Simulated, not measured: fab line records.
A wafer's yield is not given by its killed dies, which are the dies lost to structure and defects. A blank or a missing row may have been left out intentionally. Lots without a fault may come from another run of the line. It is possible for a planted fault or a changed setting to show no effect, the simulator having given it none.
fab line records | flow nandHarc
[record] lots = 14 | wafers = 42 | lastDay = 24
route steps=1159 shown P_M0@264 P_M1@293
lots that met no fault: from a run of the same line without faults
startH: hours from the record's opening day to when the first of the lot's shown wafers began | waitH: hours since the lot's step before | " the same as in the row above | L1.1+2: several wafers, shown together as one row | - no value, or no start was given | * or withheld: withheld | < > ~ a bound
route shown NAME@n: names a module that has steps shown in the file, with the first one's number in the route | usual: mean/standard deviation of fault-free wafers | same: alike in all rows | chamber/n: place in a boat | sites: each site's reading | _std_site: the standard deviation of these | _edge_site: the outer-site mean with the inner-site mean subtracted | radiusMm: for every site, how far away it sits from the centre of the wafer | mask NAME#n: copy n | behind: the most recent tool/chamber to have shaped the wafer | hold: why the lot went on hold/how many hours it stayed there/how the hold came to an end | device: which transistor (n, p or np) failed to switch | end of line: the same wafers' tests at the end of the route | a step given without rows: its recipe and nothing more | killed: count of dies lost to structure and defects at first sort (not the wafer's yield) | map: a wafer's dies, marking killed ones x, the rest . and places with no die _
set.NAME: the run value of the setting; set.NAME@STEP: its run value at that earlier step | model.NAME: the simulator's own value behind a step, which no gauge read
the route's steps for a sample of lots (tables are steps, rows are wafers)
services: a tool's chamber out of use, with start hour (startH, from the record's first day; less than 0 if before it), hours out, and reason
[[steps]]
[step NHARC_P_M0_OVL_MEAS_10]
[recipe] pitchNm = 180
[usual] overlayXNm = -0.2/0.89 | overlayYNm = 0.0/0.95
lot.wafer | tool       | chamber | startH | waitH | overlayXNm | overlayYNm
L862.1    | overlay-02 | -       | 117.85 | -     | -0.2       | 1.0
L862.2    | "          | -       | "      | "     | -0.2       | 0.6
L862.5    | "          | -       | "      | "     | -0.7       | 0.5
L864.1    | overlay-02 | -       | 121.78 | -     | -0.2       | -0.4
L864.2    | "          | -       | "      | "     | 0.2        | -0.9
L864.6    | "          | -       | "      | "     | 0.0        | -0.5
L867.1    | overlay-02 | -       | 142.38 | -     | 0.9        | -0.3
L867.3    | "          | -       | "      | "     | 1.4        | -0.1
L867.4    | "          | -       | "      | "     | 1.2        | -0.6
L870.1    | overlay-01 | -       | 167.12 | -     | -0.1       | 1.3
L870.2    | "          | -       | "      | "     | -0.1       | 1.2
L870.5    | "          | -       | "      | "     | -0.1       | 1.1
L872.1    | overlay-02 | -       | 174.17 | -     | 1.4        | -1.1
L872.3    | "          | -       | "      | "     | 1.1        | -1.7
L872.4    | "          | -       | "      | "     | 1.5        | -0.6
L877.2    | overlay-01 | -       | 193.04 | -     | -0.8       | -1.1
L877.4    | "          | -       | "      | "     | -0.9       | -1.2
L877.6    | "          | -       | "      | "     | -0.8       | -1.0
L874.1    | overlay-01 | -       | 204.73 | -     | -0.8       | -1.3
L874.3    | "          | -       | "      | "     | -1.3       | -1.6
L874.6    | "          | -       | "      | "     | -1.3       | -1.2
L876.1    | overlay-01 | -       | 213.83 | -     | 0.5        | -0.7
L876.2    | "          | -       | "      | "     | 0.5        | -0.2
L876.5    | "          | -       | "      | "     | 0.4        | -0.9
L878.3    | overlay-02 | -       | 218.73 | -     | -0.9       | 2.1
L878.5    | "          | -       | "      | "     | -0.9       | 1.9
L878.6    | "          | -       | "      | "     | -1.0       | 2.0
L880.4    | overlay-02 | -       | 225.97 | -     | 0.8        | -0.6
L880.5    | "          | -       | "      | "     | 1.1        | -0.3
L880.6    | "          | -       | "      | "     | 0.9        | -0.1
L882.1    | overlay-02 | -       | 232.29 | -     | -0.4       | 1.3
L882.2    | "          | -       | "      | "     | 0.0        | 1.0
L882.6    | "          | -       | "      | "     | 0.3        | 1.1
L883.1    | overlay-02 | -       | 241.68 | -     | -0.5       | 0.7
L883.4    | "          | -       | "      | "     | 0.1        | 0.8
L883.6    | "          | -       | "      | "     | -0.3       | 0.6
L884.2    | overlay-01 | -       | 247.32 | -     | -0.2       | -0.4
L884.3    | "          | -       | "      | "     | -0.3       | -0.6
L884.6    | "          | -       | "      | "     | 0.1        | -0.6
L885.2    | overlay-01 | -       | 247.59 | -     | -0.9       | -0.3
L885.4    | "          | -       | "      | "     | -0.2       | 0.0
L885.6    | "          | -       | "      | "     | -0.7       | 0.0
[step NHARC_P_M0_CD_MEAS_16]
[usual] cdNm = 90.3/0.88
lot.wafer | tool     | chamber | startH | waitH | cdNm
L862.1    | cdSem-03 | -       | 118.25 | -     | 88.2
L862.2    | "        | -       | "      | "     | 90.1
L862.5    | "        | -       | "      | "     | 90.7
L864.1    | cdSem-02 | -       | 122.18 | -     | 89.6
L864.2    | "        | -       | "      | "     | 90.6
L864.6    | "        | -       | "      | "     | 90.6
L867.1    | cdSem-02 | -       | 142.77 | -     | 89.6
L867.3    | "        | -       | "      | "     | 91.0
L867.4    | "        | -       | "      | "     | 92.2
L870.1    | cdSem-02 | -       | 167.54 | -     | 90.2
L870.2    | "        | -       | "      | "     | 89.3
L870.5    | "        | -       | "      | "     | 90.3
L872.1    | cdSem-03 | -       | 174.57 | -     | 90.0
L872.3    | "        | -       | "      | "     | 90.2
L872.4    | "        | -       | "      | "     | 89.7
L877.2    | cdSem-01 | -       | 193.44 | -     | 92.4
L877.4    | "        | -       | "      | "     | 90.0
L877.6    | "        | -       | "      | "     | 90.3
L874.1    | cdSem-02 | -       | 205.13 | -     | 92.1
L874.3    | "        | -       | "      | "     | 92.4
L874.6    | "        | -       | "      | "     | 90.9
L876.1    | cdSem-02 | -       | 214.23 | -     | 91.1
L876.2    | "        | -       | "      | "     | 91.0
L876.5    | "        | -       | "      | "     | 91.1
L878.3    | cdSem-01 | -       | 219.13 | -     | 90.7
L878.5    | "        | -       | "      | "     | 90.0
L878.6    | "        | -       | "      | "     | 88.7
L880.4    | cdSem-03 | -       | 226.37 | -     | 91.3
L880.5    | "        | -       | "      | "     | 90.6
L880.6    | "        | -       | "      | "     | 88.2
L882.1    | cdSem-03 | -       | 232.68 | -     | 88.9
L882.2    | "        | -       | "      | "     | 89.1
L882.6    | "        | -       | "      | "     | 89.7
L883.1    | cdSem-01 | -       | 242.07 | -     | 91.1
L883.4    | "        | -       | "      | "     | 91.2
L883.6    | "        | -       | "      | "     | 91.3
L884.2    | cdSem-03 | -       | 247.73 | -     | 90.0
L884.3    | "        | -       | "      | "     | 90.0
L884.6    | "        | -       | "      | "     | 90.3
L885.2    | cdSem-01 | -       | 247.99 | -     | 90.6
L885.4    | "        | -       | "      | "     | 90.4
L885.6    | "        | -       | "      | "     | 90.0
[step NHARC_P_M0_DEGAS_28]
[recipe] tempC = 250 | timeS = 60
[usual] heaterPowerW = 306/26
lot.wafer | tool          | chamber | startH | waitH | heaterPowerW
L862.2    | pvdSputter-02 | -       | 118.89 | -     | 318
L862.1    | "             | -       | "      | "     | 374
L862.5    | "             | -       | "      | "     | 300
L864.2    | pvdSputter-02 | -       | 122.80 | -     | 316
L864.1    | "             | -       | "      | "     | 312
L864.6    | "             | -       | "      | "     | 322
L867.1    | pvdSputter-01 | -       | 143.39 | -     | 302
L867.3    | "             | -       | "      | "     | 267
L867.4    | "             | -       | "      | "     | 314
L870.1    | pvdSputter-03 | -       | 168.16 | -     | 273
L870.2    | "             | -       | "      | "     | 322
L870.5    | "             | -       | "      | "     | 269
L872.3    | pvdSputter-01 | -       | 175.20 | -     | 308
L872.1    | "             | -       | "      | "     | 273
L872.4    | "             | -       | "      | "     | 318
L877.4    | pvdSputter-01 | -       | 194.06 | -     | 276
L877.2    | "             | -       | "      | "     | 313
L877.6    | "             | -       | "      | "     | 296
L874.3    | pvdSputter-03 | -       | 205.75 | -     | 324
L874.1    | "             | -       | "      | "     | 295
L874.6    | "             | -       | "      | "     | 334
L876.1    | pvdSputter-02 | -       | 214.87 | -     | 367
L876.2    | "             | -       | "      | "     | 292
L876.5    | "             | -       | "      | "     | 373
L878.3    | pvdSputter-03 | -       | 219.75 | -     | 305
L878.6    | "             | -       | "      | "     | 301
L878.5    | "             | -       | "      | "     | 310
L880.4    | pvdSputter-02 | -       | 226.98 | -     | 308
L880.5    | "             | -       | "      | "     | 311
L880.6    | "             | -       | "      | "     | 301
L882.2    | pvdSputter-01 | -       | 233.31 | -     | 293
L882.1    | "             | -       | "      | "     | 274
L882.6    | "             | -       | "      | "     | 308
L883.4    | pvdSputter-03 | -       | 242.71 | -     | 302
L883.1    | "             | -       | "      | "     | 313
L883.6    | "             | -       | "      | "     | 268
L884.3    | pvdSputter-02 | -       | 248.36 | -     | 308
L884.2    | "             | -       | "      | "     | 321
L884.6    | "             | -       | "      | "     | 315
L885.2    | pvdSputter-03 | -       | 248.60 | -     | 312
L885.4    | "             | -       | "      | "     | 331
L885.6    | "             | -       | "      | "     | 308
[step NHARC_P_M1_PEB_07]
[recipe] pebTempC = 100 | pebTimeS = 65
[usual] heaterPowerTotalW = 156.6/0.44 | plateTempC = 100.03/0.13
lot.wafer | tool          | chamber | startH | waitH | heaterPowerTotalW | plateTempC
L862.1    | lithoTrack-04 | 0       | 121.78 | 0.1   | 157.0             | 100.00
L862.2    | "             | 0       | "      | "     | 156.9             | 100.03
L862.5    | "             | 0       | "      | "     | 156.9             | 100.14
L864.1    | lithoTrack-06 | 0       | 125.77 | 0.1   | 156.6             | 100.26
L864.2    | "             | 0       | "      | "     | 157.1             | 100.07
L864.6    | "             | 0       | "      | "     | 156.5             | 100.10
L867.1    | lithoTrack-06 | 0       | 146.16 | 0.1   | 156.1             | 100.14
L867.3    | "             | 0       | "      | "     | 155.9             | 100.01
L867.4    | "             | 0       | "      | "     | 156.9             | 100.12
L870.1    | lithoTrack-01 | 0       | 171.03 | 0.1   | 179.3             | 110.29
L870.2    | "             | 0       | "      | "     | 179.4             | 110.26
L870.5    | "             | 0       | "      | "     | 178.3             | 110.54
L872.1    | lithoTrack-01 | 0       | 177.94 | 0.1   | 179.5             | 110.37
L872.3    | "             | 0       | "      | "     | 179.2             | 110.29
L872.4    | "             | 0       | "      | "     | 178.9             | 110.41
L877.2    | lithoTrack-04 | 0       | 196.90 | 0.1   | 156.4             | 100.10
L877.4    | "             | 0       | "      | "     | 156.3             | 100.00
L877.6    | "             | 0       | "      | "     | 157.1             | 99.99
L874.1    | lithoTrack-06 | 0       | 208.61 | 0.1   | 156.5             | 100.06
L874.3    | "             | 0       | "      | "     | 156.9             | 100.06
L874.6    | "             | 0       | "      | "     | 155.9             | 100.05
L876.1    | lithoTrack-04 | 0       | 217.83 | 0.1   | 156.0             | 100.07
L876.2    | "             | 0       | "      | "     | 156.0             | 99.94
L876.5    | "             | 0       | "      | "     | 156.0             | 100.11
L878.3    | lithoTrack-04 | 0       | 222.51 | 0.0   | 156.7             | 100.28
L878.5    | "             | 0       | "      | "     | 155.9             | 100.33
L878.6    | "             | 0       | "      | "     | 156.3             | 100.27
L880.4    | lithoTrack-04 | 0       | 229.95 | 0.0   | 156.0             | 99.98
L880.5    | "             | 0       | "      | "     | 156.2             | 100.22
L880.6    | "             | 0       | "      | "     | 156.0             | 100.10
L882.1    | lithoTrack-06 | 0       | 237.02 | 0.1   | 156.0             | 99.88
L882.2    | "             | 0       | "      | "     | 156.8             | 99.95
L882.6    | "             | 0       | "      | "     | 157.0             | 100.04
L883.1    | lithoTrack-06 | 0       | 245.56 | 0.1   | 156.2             | 100.10
L883.4    | "             | 0       | "      | "     | 156.3             | 100.17
L883.6    | "             | 0       | "      | "     | 156.9             | 100.03
L884.2    | lithoTrack-06 | 0       | 251.14 | 0.1   | 156.0             | 99.97
L884.3    | "             | 0       | "      | "     | 156.1             | 100.16
L884.6    | "             | 0       | "      | "     | 155.9             | 100.06
L885.2    | lithoTrack-01 | 0       | 251.56 | 0.1   | 156.5             | 100.19
L885.4    | "             | 0       | "      | "     | 156.0             | 100.14
L885.6    | "             | 0       | "      | "     | 156.1             | 100.21
[step NHARC_P_M1_CD_MEAS_09]
[recipe] targetCdNm = 130 | landingEnergyEv = 500
[usual] cdNm = 129.7/0.65
lot.wafer | tool     | chamber | startH | waitH | cdNm
L862.1    | cdSem-02 | 0       | 121.86 | -     | 129.5
L862.2    | "        | 0       | "      | "     | 129.3
L862.5    | "        | 0       | "      | "     | 129.3
L864.1    | cdSem-02 | 0       | 125.85 | -     | 129.2
L864.2    | "        | 0       | "      | "     | 129.7
L864.6    | "        | 0       | "      | "     | 130.3
L867.1    | cdSem-02 | 0       | 146.24 | -     | 129.9
L867.3    | "        | 0       | "      | "     | 130.2
L867.4    | "        | 0       | "      | "     | 130.5
L870.1    | cdSem-02 | 0       | 171.11 | -     | 159.6
L870.2    | "        | 0       | "      | "     | 160.3
L870.5    | "        | 0       | "      | "     | 159.8
L872.1    | cdSem-03 | 0       | 178.02 | -     | 153.0
L872.3    | "        | 0       | "      | "     | 152.6
L872.4    | "        | 0       | "      | "     | 153.3
L877.2    | cdSem-01 | 0       | 196.98 | -     | 129.2
L877.4    | "        | 0       | "      | "     | 129.1
L877.6    | "        | 0       | "      | "     | 129.3
L874.1    | cdSem-02 | 0       | 208.69 | -     | 129.7
L874.3    | "        | 0       | "      | "     | 130.1
L874.6    | "        | 0       | "      | "     | 130.1
L876.1    | cdSem-02 | 0       | 217.91 | -     | 128.9
L876.2    | "        | 0       | "      | "     | 130.1
L876.5    | "        | 0       | "      | "     | 130.0
L878.3    | cdSem-03 | 0       | 222.59 | -     | 130.0
L878.5    | "        | 0       | "      | "     | 130.3
L878.6    | "        | 0       | "      | "     | 129.6
L880.4    | cdSem-02 | 0       | 230.03 | -     | 129.4
L880.5    | "        | 0       | "      | "     | 128.9
L880.6    | "        | 0       | "      | "     | 129.2
L882.1    | cdSem-02 | 0       | 237.10 | -     | 129.0
L882.2    | "        | 0       | "      | "     | 127.9
L882.6    | "        | 0       | "      | "     | 128.7
L883.1    | cdSem-01 | 0       | 245.64 | -     | 129.8
L883.4    | "        | 0       | "      | "     | 129.6
L883.6    | "        | 0       | "      | "     | 129.7
L884.2    | cdSem-02 | 0       | 251.22 | -     | 130.6
L884.3    | "        | 0       | "      | "     | 129.5
L884.6    | "        | 0       | "      | "     | 129.4
L885.2    | cdSem-02 | 0       | 251.64 | -     | 129.6
L885.4    | "        | 0       | "      | "     | 130.5
L885.6    | "        | 0       | "      | "     | 130.3
[[services]]
tool          | chamber | startH | hours | kind
pvdSputter-03 | -       | 102.05 | 10.0  | pm
lithoTrack-06 | -       | 117.00 | 7.0   | pm
lithoTrack-04 | -       | 141.00 | 7.0   | pm
pvdSputter-01 | -       | 158.03 | 10.0  | pm
pvdSputter-02 | -       | 187.60 | 2.7   | repair
pvdSputter-03 | -       | 195.69 | 6.6   | repair
pvdSputter-03 | -       | 226.36 | 4.4   | repair
pvdSputter-02 | -       | 231.39 | 10.0  | pm
pvdSputter-01 | -       | 246.58 | 14.5  | repair
[[key]]
[firstSign] step = NHARC_P_M1_PEB_07 | reading = plateTempC | direction = up | sigmas = 82 | usual = * | struck = *
[effect] step = NHARC_P_M1_PEB_07 | reading = heaterPowerTotalW | direction = up | sigmas = 52 | usual = * | struck = *
[effect] step = NHARC_P_M1_CD_MEAS_09 | reading = cdNm | direction = up | sigmas = 41 | usual = 129.7 | struck = 156.4 | through = controlLoop
metAt NHARC_P_M1_PEB_07
struckLots L870,L872
laterRowsLeftOut L870.1,L870.2,L870.5,L872.4
sortLeftOut L870.1,L870.2,L870.5,L872.1,L872.3,L872.4
[loopTrim] step = NHARC_P_M1_EXPOSE_06 | setting = dose | lots = L872
notActingAt NHARC_P_M0_OVL_MEAS_10,NHARC_P_M0_CD_MEAS_16,NHARC_P_M0_DEGAS_28
[fault] kind = processParameterDrift | tool = lithoTrack-01 | chamber = - | onsetH = 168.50 | steps = NHARC_P_M1_PEB_07 | channel = pebTempC | offset = * | shape = step | endH = 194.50 | actsIn = * | stated = *
// sortLeftOut: the simulated sort isn't trusted on such a fault, so these wafers' sort isn't shown, and their yield isn't known
// laterRowsLeftOut: the simulator's readings of these wafers behind a module that went badly wrong aren't trusted and aren't shown, but for the sort
// loopTrim: a control loop set the setting to another value than it would have without faults
